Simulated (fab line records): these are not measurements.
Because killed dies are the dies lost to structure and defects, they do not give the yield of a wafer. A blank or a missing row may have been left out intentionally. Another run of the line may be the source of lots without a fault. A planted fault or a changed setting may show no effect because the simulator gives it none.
fab line records	flow n5Finfet
[record] lots = 24	wafers = 72	lastDay = 18
route steps=1938 shown BEOL_M7@1318 BEOL_M8@1366
lots that met no fault: from a run of the same line without faults
startH: start of the lot's first displayed wafer, in hours after the record's first day	waitH: how many hours have passed since the lot's step before this one	" same as the row above	L1.1+2: a row that stands for several wafers	- no value present, or no start provided	* or withheld: withheld	< > ~ a bound
route shown NAME@n: a module of which the file shows steps, and the number in the route of the first	usual: mean/standard deviation taken from wafers without a fault	same: alike in all rows	chamber/n: place in a boat	sites: readings site by site	_std_site: standard deviation of those values	_edge_site: inner sites' mean taken away from outer sites' mean	radiusMm: for every site, how far away it sits from the centre of the wafer	mask NAME#n: copy n	behind: the tool/chamber that last shaped the wafer	hold: why the lot went on hold/how many hours it stayed there/how the hold came to an end	device: whichever transistor did not switch (one of n, p or np)	end of line: the route-end tests of the same wafers	a step without rows: its recipe alone	killed: the dies lost at the first sort to structure and to defects; this is not the yield of the wafer	map: shows each die of a wafer: x if killed, . if not, _ if none is there
set.NAME: setting as actually run; set.NAME@STEP: the setting as run at that earlier step	model.NAME: the simulator's own value behind a step, which no gauge read
steps of the route over a sample of lots; a table a step, a row a wafer
services: a tool's chamber out of use, with start hour (startH, from the record's first day; less than 0 if before it), hours out, and reason
[[steps]]
[step N5_BEOL_M7_DEGAS_44]
[recipe] ambient = vacuum	tempC = 250	timeS = 60
[usual] heaterPowerW = 330/23
lot.wafer	tool	chamber	startH	waitH	heaterPowerW
L076.1	pvdSputter-02	-	193.81	0.3	334
L076.2	"	-	"	"	299
L076.4	"	-	"	"	349
L074.2	pvdSputter-02	-	194.32	0.2	319
L074.3	"	-	"	"	334
L074.4	"	-	"	"	355
L075.3	pvdSputter-02	-	209.87	0.4	309
L075.4	"	-	"	"	329
L075.5	"	-	"	"	352
L077.1	pvdSputter-01	-	210.76	0.4	356
L077.4	"	-	"	"	308
L077.6	"	-	"	"	311
L078.3	pvdSputter-01	-	216.55	1.3	336
L078.5	"	-	"	"	332
L078.6	"	-	"	"	351
L079.1	pvdSputter-01	-	228.36	2.1	340
L079.2	"	-	"	"	336
L079.6	"	-	"	"	348
L081.2	pvdSputter-01	-	237.94	1.0	309
L081.4	"	-	"	"	350
L081.5	"	-	"	"	357
L082.4	pvdSputter-02	-	239.60	0.3	348
L082.5	"	-	"	"	343
L082.6	"	-	"	"	315
L083.1	pvdSputter-01	-	246.80	1.2	327
L083.2	"	-	"	"	331
L083.6	"	-	"	"	318
L080.1	pvdSputter-01	-	247.00	0.7	334
L080.2	"	-	"	"	349
L080.4	"	-	"	"	319
L084.3	pvdSputter-01	-	252.84	0.2	343
L084.5	"	-	"	"	328
L084.6	"	-	"	"	353
L085.1	pvdSputter-03	-	264.55	0.6	324
L085.3	"	-	"	"	312
L085.5	"	-	"	"	325
L086.1	pvdSputter-02	-	278.69	0.9	305
L086.2	"	-	"	"	335
L086.3	"	-	"	"	306
L087.1	pvdSputter-03	-	287.57	0.3	400
L087.3	"	-	"	"	313
L087.4	"	-	"	"	351
L088.1	pvdSputter-02	-	290.42	0.3	305
L088.4	"	-	"	"	343
L088.5	"	-	"	"	331
L090.3	pvdSputter-03	-	293.57	0.2	397
L090.4	"	-	"	"	341
L090.6	"	-	"	"	304
L091.2	pvdSputter-02	-	298.31	1.1	352
L091.3	"	-	"	"	300
L091.6	"	-	"	"	356
L089.3	pvdSputter-02	-	304.85	0.2	324
L089.5	"	-	"	"	304
L089.6	"	-	"	"	329
L092.2	pvdSputter-02	-	311.10	0.3	310
L092.3	"	-	"	"	352
L092.4	"	-	"	"	318
L094.1	pvdSputter-03	-	312.41	1.2	336
L094.2	"	-	"	"	395
L094.4	"	-	"	"	319
L093.1	pvdSputter-02	-	314.48	0.4	318
L093.2	"	-	"	"	334
L093.4	"	-	"	"	299
L095.2	pvdSputter-03	-	321.89	1.5	310
L095.3	"	-	"	"	345
L095.4	"	-	"	"	308
L096.3	pvdSputter-02	-	334.64	0.5	365
L096.5	"	-	"	"	309
L096.6	"	-	"	"	323
L097.1	pvdSputter-02	-	340.57	1.1	308
L097.4	"	-	"	"	333
L097.5	"	-	"	"	309
[step N5_BEOL_M7_ANNEAL_51]
[recipe] tempC = 225	timeS = 90	ambient = N2
[usual] wafer_temp_C_max = 225.74/0.19
lot.wafer	tool	chamber	startH	waitH	wafer_temp_C_max
L076.1	rtpAnneal-02	0	197.72	1.5	225.79
L076.2	"	0	"	"	225.83
L076.4	"	0	"	"	225.87
L074.2	rtpAnneal-02	0	199.38	2.8	226.02
L074.3	"	0	"	"	225.42
L074.4	"	0	"	"	225.71
L075.3	rtpAnneal-02	0	214.46	3.5	225.54
L075.4	"	0	"	"	225.35
L075.5	"	0	"	"	225.53
L077.1	rtpAnneal-02	0	215.18	3.5	225.96
L077.4	"	0	"	"	225.73
L077.6	"	0	"	"	225.82
L078.3	rtpAnneal-02	0	220.31	2.6	225.82
L078.5	"	0	"	"	225.49
L078.6	"	0	"	"	225.82
L079.1	rtpAnneal-02	0	229.28	0.1	225.66
L079.2	"	0	"	"	225.36
L079.6	"	0	"	"	225.69
L081.2	rtpAnneal-02	0	239.55	0.1	225.69
L081.4	"	0	"	"	225.66
L081.5	"	0	"	"	225.47
L082.4	rtpAnneal-02	0	240.91	0.4	225.62
L082.5	"	0	"	"	225.87
L082.6	"	0	"	"	225.89
L083.1	rtpAnneal-01	0	247.67	0.1	225.72
L083.2	"	0	"	"	225.42
L083.6	"	0	"	"	225.77
L080.1	rtpAnneal-01	0	248.31	0.1	225.60
L080.2	"	0	"	"	225.52
L080.4	"	0	"	"	225.60
L084.3	rtpAnneal-01	0	255.36	0.3	225.73
L084.5	"	0	"	"	225.52
L084.6	"	0	"	"	225.89
L085.1	rtpAnneal-02	0	266.34	0.7	226.10
L085.3	"	0	"	"	225.86
L085.5	"	0	"	"	225.96
L086.1	rtpAnneal-01	0	280.12	0.5	226.00
L086.2	"	0	"	"	225.60
L086.3	"	0	"	"	225.74
L087.1	rtpAnneal-01	0	288.66	0.1	225.71
L087.3	"	0	"	"	225.95
L087.4	"	0	"	"	225.55
L088.1	rtpAnneal-02	0	291.32	0.2	225.69
L088.4	"	0	"	"	225.63
L088.5	"	0	"	"	225.53
L090.3	rtpAnneal-01	0	294.73	0.1	225.54
L090.4	"	0	"	"	225.85
L090.6	"	0	"	"	226.07
L091.2	rtpAnneal-02	0	299.41	0.2	225.64
L091.3	"	0	"	"	225.66
L091.6	"	0	"	"	225.83
L089.3	rtpAnneal-02	0	306.39	0.5	225.68
L089.5	"	0	"	"	225.79
L089.6	"	0	"	"	225.69
L092.2	rtpAnneal-02	0	312.17	0.2	225.61
L092.3	"	0	"	"	225.78
L092.4	"	0	"	"	225.85
L094.1	rtpAnneal-02	0	313.28	0.1	225.81
L094.2	"	0	"	"	225.74
L094.4	"	0	"	"	225.50
L093.1	rtpAnneal-01	0	315.95	0.6	225.84
L093.2	"	0	"	"	225.82
L093.4	"	0	"	"	225.55
L095.2	rtpAnneal-01	0	323.55	0.4	225.90
L095.3	"	0	"	"	225.97
L095.4	"	0	"	"	226.06
L096.3	rtpAnneal-02	0	335.92	0.4	225.70
L096.5	"	0	"	"	225.72
L096.6	"	0	"	"	225.79
L097.1	rtpAnneal-02	0	343.61	0.1	225.94
L097.4	"	0	"	"	225.72
L097.5	"	0	"	"	225.98
[step N5_BEOL_M7_RS_MEAS_57]
[recipe] thkMeasGauge = four-point-probe	reads = Cu_of_BEOL_M7_ECD_50+Co_of_BEOL_M7_CVD_78+TaN_of_BEOL_M7_ALD_77
[usual] M7_RS = 0.286/0.0086
lot.wafer	tool	chamber	startH	waitH	M7_RS[ohm/sq]
L076.1	filmMetro-02	-	198.44	0.1	0.274
L076.2	"	-	"	"	0.291
L076.4	"	-	"	"	0.296
L074.2	filmMetro-02	-	200.08	0.1	0.287
L074.3	"	-	"	"	0.301
L074.4	"	-	"	"	0.282
L075.3	filmMetro-02	-	215.09	0.1	0.294
L075.4	"	-	"	"	0.284
L075.5	"	-	"	"	0.282
L077.1	filmMetro-01	-	215.93	0.1	0.296
L077.4	"	-	"	"	0.303
L077.6	"	-	"	"	0.290
L078.3	filmMetro-01	-	220.94	0.1	0.273
L078.5	"	-	"	"	0.278
L078.6	"	-	"	"	0.277
L079.1	filmMetro-02	-	230.03	0.1	0.300
L079.2	"	-	"	"	0.291
L079.6	"	-	"	"	0.288
L081.2	filmMetro-02	-	240.27	0.1	0.293
L081.4	"	-	"	"	0.297
L081.5	"	-	"	"	0.296
L082.4	filmMetro-02	-	241.51	0.0	0.285
L082.5	"	-	"	"	0.299
L082.6	"	-	"	"	0.287
L083.1	filmMetro-02	-	248.39	0.1	0.290
L083.2	"	-	"	"	0.305
L083.6	"	-	"	"	0.304
L080.1	filmMetro-01	-	249.04	0.1	0.290
L080.2	"	-	"	"	0.296
L080.4	"	-	"	"	0.301
L084.3	filmMetro-01	-	255.99	0.1	0.294
L084.5	"	-	"	"	0.302
L084.6	"	-	"	"	0.290
L085.1	filmMetro-02	-	267.06	0.1	0.287
L085.3	"	-	"	"	0.281
L085.5	"	-	"	"	0.293
L086.1	filmMetro-02	-	280.84	0.1	0.283
L086.2	"	-	"	"	0.289
L086.3	"	-	"	"	0.280
L087.1	filmMetro-02	-	289.38	0.1	0.271
L087.3	"	-	"	"	0.278
L087.4	"	-	"	"	0.276
L088.1	filmMetro-02	-	292.04	0.1	0.287
L088.4	"	-	"	"	0.279
L088.5	"	-	"	"	0.279
L090.3	filmMetro-01	-	295.39	0.1	0.287
L090.4	"	-	"	"	0.283
L090.6	"	-	"	"	0.274
L091.2	filmMetro-01	-	300.32	0.1	0.286
L091.3	"	-	"	"	0.272
L091.6	"	-	"	"	0.287
L089.3	filmMetro-01	-	307.05	0.1	0.286
L089.5	"	-	"	"	0.286
L089.6	"	-	"	"	0.283
L092.2	filmMetro-02	-	312.85	0.1	0.277
L092.3	"	-	"	"	0.276
L092.4	"	-	"	"	0.290
L094.1	filmMetro-01	-	314.00	0.1	0.291
L094.2	"	-	"	"	0.290
L094.4	"	-	"	"	0.291
L093.1	filmMetro-02	-	316.69	0.1	0.276
L093.2	"	-	"	"	0.295
L093.4	"	-	"	"	0.277
L095.2	filmMetro-01	-	324.42	0.1	0.292
L095.3	"	-	"	"	0.299
L095.4	"	-	"	"	0.286
L096.3	filmMetro-02	-	336.55	0.1	0.281
L096.5	"	-	"	"	0.280
L096.6	"	-	"	"	0.283
L097.1	filmMetro-02	-	344.84	0.1	0.268
L097.4	"	-	"	"	0.275
L097.5	"	-	"	"	0.280
[step N5_BEOL_M8_OVL_MEAS_29]
[recipe] pointsPerWafer = 522
[usual] V7_OVL = -0.2/0.67
lot.wafer	tool	chamber	startH	waitH	V7_OVL[nm]
L076.1	overlay-02	0	201.30	0.0	-0.1
L076.2	"	0	"	"	0.2
L076.4	"	0	"	"	-1.1
L074.2	overlay-02	0	203.32	0.0	-0.2
L074.3	"	0	"	"	0.0
L074.4	"	0	"	"	0.5
L077.1	overlay-01	0	219.23	0.0	1.4
L077.4	"	0	"	"	0.4
L077.6	"	0	"	"	1.0
L075.3	overlay-01	0	219.43	0.0	-0.8
L075.4	"	0	"	"	-1.2
L075.5	"	0	"	"	-0.2
L078.3	overlay-02	0	225.75	0.0	-1.3
L078.5	"	0	"	"	-0.9
L078.6	"	0	"	"	-0.8
L079.1	overlay-01	0	233.74	0.0	0.9
L079.2	"	0	"	"	0.6
L079.6	"	0	"	"	1.5
L081.2	overlay-01	0	244.37	0.0	-0.5
L081.4	"	0	"	"	-0.4
L081.5	"	0	"	"	-1.3
L082.4	overlay-02	0	244.84	0.0	-0.3
L082.5	"	0	"	"	-0.5
L082.6	"	0	"	"	0.7
L083.1	overlay-01	0	252.13	0.0	0.1
L083.2	"	0	"	"	0.6
L083.6	"	0	"	"	-0.3
L080.1	overlay-02	0	254.26	0.0	-0.3
L080.2	"	0	"	"	-0.6
L080.4	"	0	"	"	-0.8
L084.3	overlay-02	0	260.60	0.0	0.0
L084.5	"	0	"	"	0.5
L084.6	"	0	"	"	0.1
L085.1	overlay-01	0	270.42	0.0	0.2
L085.3	"	0	"	"	-1.0
L085.5	"	0	"	"	-0.7
L086.1	overlay-01	0	283.83	0.0	0.5
L086.2	"	0	"	"	0.1
L086.3	"	0	"	"	1.6
L087.1	overlay-01	0	292.02	0.0	-0.4
L087.3	"	0	"	"	-0.3
L087.4	"	0	"	"	-1.4
L088.1	overlay-02	0	295.83	0.0	-0.3
L088.4	"	0	"	"	-1.5
L088.5	"	0	"	"	-0.4
L090.3	overlay-02	0	299.96	0.0	-0.6
L090.4	"	0	"	"	0.0
L090.6	"	0	"	"	1.2
L091.2	overlay-01	0	303.74	0.0	-0.2
L091.3	"	0	"	"	0.3
L091.6	"	0	"	"	-0.3
L089.3	overlay-01	0	310.09	0.0	-0.1
L089.5	"	0	"	"	-0.8
L089.6	"	0	"	"	0.2
L092.2	overlay-02	0	315.73	0.0	-0.1
L092.3	"	0	"	"	0.1
L092.4	"	0	"	"	-0.8
L094.1	overlay-02	0	317.18	0.0	1.1
L094.2	"	0	"	"	-0.2
L094.4	"	0	"	"	0.2
L093.1	overlay-01	0	320.01	0.0	0.1
L093.2	"	0	"	"	0.3
L093.4	"	0	"	"	0.7
L095.2	overlay-01	0	327.24	0.0	-0.5
L095.3	"	0	"	"	-0.1
L095.4	"	0	"	"	-0.1
L096.3	overlay-01	0	344.08	0.0	-0.9
L096.5	"	0	"	"	-0.1
L096.6	"	0	"	"	-0.9
L097.1	overlay-02	0	350.78	0.0	-2.3
L097.4	"	0	"	"	-0.6
L097.5	"	0	"	"	-0.4
[step N5_BEOL_M8_ETCH_72]
[recipe] chemistry = N2/H2	target = underlayer	targetDepthA = 65	maskMaterial = CAR-EUV	timeS = 5.2	ionEnergyEv = 200	pressureMtorr = 30	sourceW = 840	biasW = 150	n2FlowSccm = 200	h2FlowSccm = 200	ends = cleared
[usual] drypumpMotorCurrentA = 5.6/0.41	etchRfOnTimeS = 5.23/0.094	oesProductAu = 0.67/0.068	rfVppV = 523.9/2.6	showerheadPlenumPTorr = 2.55/0.085	throttleValvePct = 17.78/0.18
lot.wafer	tool	chamber	startH	waitH	drypumpMotorCurrentA	etchRfOnTimeS	oesProductAu	rfHoursCounterH	rfVppV	showerheadPlenumPTorr	throttleValvePct
L076.1	rieDiel-05	1	201.43	0.0	5.4	5.02	0.82	5	522.4	2.51	17.77
L076.2	"	2	"	"	5.8	5.23	0.60	204	526.2	2.62	17.43
L076.4	"	3	"	"	5.7	5.26	0.59	216	521.9	2.50	17.62
L074.2	rieDiel-05	2	203.44	0.0	5.8	5.16	0.60	205	527.7	2.62	17.39
L074.3	"	0	"	"	5.6	5.21	0.73	59	527.8	2.70	17.83
L074.4	"	3	"	"	5.7	5.23	0.60	216	523.1	2.50	17.62
L077.1	rieDiel-02	3	219.36	0.0	5.5	5.36	0.73	55	521.4	2.48	17.87
L077.4	"	0	"	"	5.4	5.20	0.67	128	526.1	2.56	17.63
L077.6	"	3	"	"	5.5	5.34	0.73	-	523.4	2.48	17.87
L075.3	rieDiel-04	0	219.54	0.0	5.9	5.25	0.63	185	522.9	2.54	17.78
L075.4	"	2	"	"	5.7	5.06	0.62	190	527.3	2.63	18.13
L075.5	"	0	"	"	5.9	5.27	0.63	-	523.5	2.54	17.76
L078.3	rieDiel-02	2	226.01	0.0	6.6	5.23	0.64	170	521.2	2.42	17.79
L078.5	"	0	"	"	5.4	5.29	0.66	-	523.3	2.55	17.63
L078.6	"	1	"	"	5.4	5.19	0.76	-	524.8	2.61	17.87
L079.1	rieDiel-05	3	234.39	0.0	5.7	5.29	0.59	224	523.4	2.49	17.63
L079.2	"	1	"	"	5.4	5.10	0.79	15	521.6	2.50	17.85
L079.6	"	3	"	"	5.7	5.33	0.58	-	521.6	2.49	17.64
L081.2	rieDiel-02	0	244.72	0.0	5.4	5.27	0.65	136	523.9	2.55	17.64
L081.4	"	3	"	"	5.5	5.33	0.73	64	522.0	2.48	17.91
L081.5	"	3	"	"	5.5	5.33	0.73	-	521.2	2.48	17.90
L082.4	rieDiel-04	3	245.18	0.0	5.0	5.08	0.76	59	528.7	2.69	17.70
L082.5	"	3	"	"	5.0	5.09	0.76	-	529.7	2.69	17.67
L082.6	"	2	"	"	5.7	5.11	0.63	-	526.6	2.62	18.17
L083.1	rieDiel-02	0	252.26	0.0	5.4	5.25	0.65	140	523.8	2.55	17.66
L083.2	"	1	"	"	5.4	5.20	0.75	29	524.3	2.60	17.89
L083.6	"	3	"	"	5.5	5.33	0.72	-	521.6	2.48	17.92
L080.1	rieDiel-05	3	254.39	0.0	5.7	5.32	0.59	234	523.4	2.49	17.62
L080.2	"	1	"	"	5.4	5.10	0.78	23	523.1	2.50	17.84
L080.4	"	0	"	"	5.5	5.30	0.70	77	529.4	2.70	17.88
L084.3	rieDiel-05	2	260.76	0.0	5.8	5.14	0.58	224	527.2	2.61	17.45
L084.5	"	1	"	"	5.4	5.03	0.79	-	523.9	2.50	17.82
L084.6	"	2	"	"	5.8	5.17	0.58	-	524.7	2.61	17.46
L085.1	rieDiel-02	1	270.54	0.0	5.4	5.17	0.73	34	524.6	2.60	17.92
L085.3	"	0	"	"	5.4	5.31	0.65	145	524.5	2.55	17.65
L085.5	"	3	"	"	5.5	5.33	0.72	-	522.0	2.47	17.94
L086.1	rieDiel-05	0	283.95	0.0	5.6	5.28	0.70	86	528.1	2.69	17.91
L086.2	"	2	"	"	5.8	5.17	0.58	232	525.3	2.61	17.46
L086.3	"	3	"	"	5.7	5.25	0.58	243	523.9	2.48	17.63
L087.1	rieDiel-02	0	292.14	0.0	5.4	5.26	0.64	152	523.7	2.54	17.67
L087.3	"	3	"	"	5.5	5.29	0.71	80	521.3	2.47	17.93
L087.4	"	1	"	"	5.3	5.14	0.73	41	527.3	2.60	17.93
L088.1	rieDiel-02	0	295.95	0.0	5.4	5.30	0.64	153	524.3	2.54	17.69
L088.4	"	1	"	"	5.4	5.17	0.73	42	522.2	2.60	17.93
L088.5	"	1	"	"	5.4	5.17	0.73	-	525.3	2.60	17.93
L090.3	rieDiel-04	0	300.25	0.0	5.9	5.33	0.60	215	523.3	2.53	17.81
L090.4	"	3	"	"	4.9	5.18	0.71	80	529.2	2.68	17.73
L090.6	"	3	"	"	5.0	5.17	0.73	-	529.0	2.68	17.73
L091.2	rieDiel-05	2	304.11	0.0	5.8	5.22	0.58	238	525.3	2.60	17.47
L091.3	"	0	"	"	5.6	5.26	0.69	93	525.6	2.69	17.90
L091.6	"	1	"	"	5.4	5.03	0.76	-	521.3	2.49	17.87
L089.3	rieDiel-02	0	310.20	0.0	5.4	5.26	0.64	158	523.3	2.54	17.67
L089.5	"	1	"	"	5.4	5.15	0.71	-	524.9	2.60	17.92
L089.6	"	2	"	"	6.6	5.27	0.61	-	520.9	2.41	17.82
L092.2	rieDiel-02	1	315.85	0.0	5.4	5.18	0.71	50	524.5	2.60	17.94
L092.3	"	2	"	"	6.6	5.34	0.60	201	521.2	2.41	17.80
L092.4	"	0	"	"	5.4	5.35	0.62	-	525.9	2.54	17.70
L094.1	rieDiel-04	2	317.40	0.0	5.7	5.09	0.61	223	525.5	2.61	18.20
L094.2	"	0	"	"	5.9	5.36	0.60	219	524.1	2.52	17.84
L094.4	"	3	"	"	5.0	5.16	0.71	85	527.1	2.68	17.74
L093.1	rieDiel-04	3	320.43	0.0	5.0	5.22	0.72	87	527.9	2.68	17.75
L093.2	"	2	"	"	5.7	5.22	0.59	225	524.9	2.61	18.21
L093.4	"	1	"	"	5.4	5.31	0.71	54	522.8	2.50	17.62
L095.2	rieDiel-05	2	327.69	0.0	5.8	5.27	0.56	250	526.0	2.60	17.50
L095.3	"	1	"	"	5.4	5.06	0.74	51	520.2	2.49	17.89
L095.4	"	0	"	"	5.6	5.21	0.68	105	525.5	2.68	17.92
L096.3	rieDiel-02	1	344.54	0.0	5.4	5.17	0.69	61	524.6	2.59	17.95
L096.5	"	3	"	"	5.5	5.31	0.69	-	520.6	2.47	17.96
L096.6	"	2	"	"	6.6	5.26	0.61	-	519.6	2.40	17.82
L097.1	rieDiel-02	3	351.50	0.0	5.5	5.34	0.69	98	522.3	2.47	17.96
L097.4	"	1	"	"	5.4	5.17	0.70	63	526.1	2.59	17.97
L097.5	"	0	"	"	5.4	5.23	0.63	-	524.0	2.54	17.72
[step N5_BEOL_M8_VIA_ETCH_34]
[recipe] chemistry = C4F6/O2	target = SiCOH_lowk	targetDepthA = 1255	maskMaterial = SOC	taperDeg = 4	timeS = 50.5	ionEnergyEv = 250	pressureMtorr = 30	sourceW = 345	biasW = 185	Ar_flow_sccm = 300	C4F6_flow_sccm = 10	O2_flow_sccm = 10
[usual] drypumpMotorCurrentA = 5.6/0.41	oesProductAu = 0.79/0.08	rfVppV = 664/12	showerheadPlenumPTorr = 2.85/0.085	throttleValvePct = 20.78/0.19
lot.wafer	tool	chamber	startH	waitH	drypumpMotorCurrentA	oesProductAu	rfHoursCounterH	rfVppV	showerheadPlenumPTorr	throttleValvePct
L076.1	rieDiel-05	1	201.58	0.0	5.4	0.97	5	666	2.79	20.73
L076.2	"	2	"	"	5.8	0.69	204	656	2.93	20.48
L076.4	"	3	"	"	5.7	0.69	216	685	2.82	20.78
L074.2	rieDiel-05	2	203.59	0.0	5.8	0.69	205	657	2.93	20.49
L074.3	"	0	"	"	5.6	0.84	59	668	2.97	20.58
L074.4	"	3	"	"	5.7	0.70	216	686	2.82	20.79
L077.1	rieDiel-02	3	219.50	0.0	5.5	0.85	55	642	2.80	21.01
L077.4	"	0	"	"	5.4	0.77	128	665	2.86	20.69
L077.6	"	3	"	"	5.5	0.85	-	642	2.80	20.98
L075.3	rieDiel-04	0	219.69	0.0	5.9	0.74	185	664	2.83	20.74
L075.4	"	2	"	"	5.7	0.73	190	646	2.96	21.14
L075.5	"	0	"	"	5.9	0.75	-	665	2.83	20.72
L078.3	rieDiel-02	2	226.15	0.0	6.6	0.74	170	667	2.72	20.79
L078.5	"	0	"	"	5.4	0.78	-	665	2.86	20.70
L078.6	"	1	"	"	5.4	0.88	-	681	2.91	20.92
L079.1	rieDiel-05	3	234.53	0.0	5.7	0.70	224	685	2.81	20.80
L079.2	"	1	"	"	5.4	0.94	15	665	2.79	20.76
L079.6	"	3	"	"	5.7	0.69	-	686	2.81	20.79
L081.2	rieDiel-02	0	244.86	0.0	5.4	0.77	136	666	2.85	20.71
L081.4	"	3	"	"	5.5	0.84	64	641	2.79	21.02
L081.5	"	3	"	"	5.5	0.84	-	641	2.79	21.02
L082.4	rieDiel-04	3	245.33	0.0	5.0	0.88	59	667	3.02	20.73
L082.5	"	3	"	"	5.0	0.87	-	667	3.02	20.72
L082.6	"	2	"	"	5.7	0.72	-	646	2.95	21.16
L083.1	rieDiel-02	0	252.40	0.0	5.4	0.76	140	664	2.85	20.70
L083.2	"	1	"	"	5.4	0.86	29	679	2.91	20.95
L083.6	"	3	"	"	5.5	0.83	-	642	2.79	21.03
L080.1	rieDiel-05	3	254.53	0.0	5.7	0.70	234	686	2.81	20.79
L080.2	"	1	"	"	5.4	0.94	23	666	2.78	20.78
L080.4	"	0	"	"	5.6	0.82	77	667	2.96	20.62
L084.3	rieDiel-05	2	260.91	0.0	5.8	0.68	224	655	2.92	20.54
L084.5	"	1	"	"	5.4	0.92	-	666	2.78	20.77
L084.6	"	2	"	"	5.8	0.69	-	655	2.92	20.52
L085.1	rieDiel-02	1	270.69	0.0	5.4	0.87	34	681	2.90	20.96
L085.3	"	0	"	"	5.4	0.76	145	663	2.85	20.72
L085.5	"	3	"	"	5.5	0.84	-	642	2.79	21.03
L086.1	rieDiel-05	0	284.10	0.0	5.6	0.82	86	668	2.96	20.65
L086.2	"	2	"	"	5.8	0.68	232	655	2.92	20.53
L086.3	"	3	"	"	5.7	0.69	243	686	2.81	20.81
L087.1	rieDiel-02	0	292.29	0.0	5.4	0.76	152	664	2.85	20.71
L087.3	"	3	"	"	5.5	0.83	81	642	2.78	21.04
L087.4	"	1	"	"	5.4	0.85	41	681	2.90	20.99
L088.1	rieDiel-02	0	296.10	0.0	5.4	0.75	153	664	2.85	20.74
L088.4	"	1	"	"	5.4	0.85	42	681	2.90	20.95
L088.5	"	1	"	"	5.4	0.85	-	681	2.90	20.97
L090.3	rieDiel-04	0	300.39	0.0	5.9	0.72	215	665	2.81	20.78
L090.4	"	3	"	"	5.0	0.84	80	666	3.01	20.75
L090.6	"	3	"	"	4.9	0.84	-	666	3.01	20.75
L091.2	rieDiel-05	2	304.25	0.0	5.8	0.67	238	656	2.92	20.54
L091.3	"	0	"	"	5.6	0.81	93	668	2.95	20.65
L091.6	"	1	"	"	5.4	0.89	-	666	2.78	20.80
L089.3	rieDiel-02	0	310.35	0.0	5.4	0.74	158	664	2.85	20.73
L089.5	"	1	"	"	5.4	0.84	-	681	2.90	20.97
L089.6	"	2	"	"	6.5	0.72	-	669	2.71	20.81
L092.2	rieDiel-02	1	316.00	0.0	5.4	0.85	50	680	2.90	20.98
L092.3	"	2	"	"	6.6	0.72	201	667	2.71	20.81
L092.4	"	0	"	"	5.4	0.74	-	664	2.84	20.72
L094.1	rieDiel-04	2	317.55	0.0	5.7	0.70	223	647	2.94	21.19
L094.2	"	0	"	"	5.9	0.71	219	666	2.81	20.78
L094.4	"	3	"	"	5.0	0.83	85	665	3.00	20.76
L093.1	rieDiel-04	3	320.58	0.0	5.0	0.83	87	667	3.00	20.76
L093.2	"	2	"	"	5.7	0.71	225	645	2.94	21.19
L093.4	"	1	"	"	5.4	0.83	54	654	2.77	20.42
L095.2	rieDiel-05	2	327.84	0.0	5.8	0.66	250	656	2.91	20.56
L095.3	"	1	"	"	5.4	0.87	51	666	2.77	20.80
L095.4	"	0	"	"	5.6	0.79	105	668	2.95	20.65
L096.3	rieDiel-02	1	344.69	0.0	5.4	0.82	61	680	2.89	20.99
L096.5	"	3	"	"	5.5	0.81	-	643	2.78	21.06
L096.6	"	2	"	"	6.6	0.71	-	668	2.70	20.82
L097.1	rieDiel-02	3	351.65	0.0	5.5	0.81	98	641	2.78	21.05
L097.4	"	1	"	"	5.4	0.82	63	681	2.89	20.99
L097.5	"	0	"	"	5.4	0.74	-	665	2.84	20.76
[[services]]
tool	chamber	startH	hours	kind
rieDiel-05	3	207.52	3.0	repair
rieDiel-04	2	266.00	8.9	repair
rieDiel-05	3	304.84	-	clean
rieDiel-05	3	304.84	-	consumableReplace:focusRing
rieDiel-05	3	304.84	21.1	scheduledDown
rieDiel-05	3	304.84	21.1	ventCycle
rieDiel-02	3	307.91	13.1	repair
rtpAnneal-01	-	324.62	2.2	pm
rieDiel-05	2	328.06	-	clean
rieDiel-05	2	328.06	-	consumableReplace:focusRing
rieDiel-05	1	337.55	4.0	repair
pvdSputter-03	-	341.47	6.6	repair
[[key]]
fault none
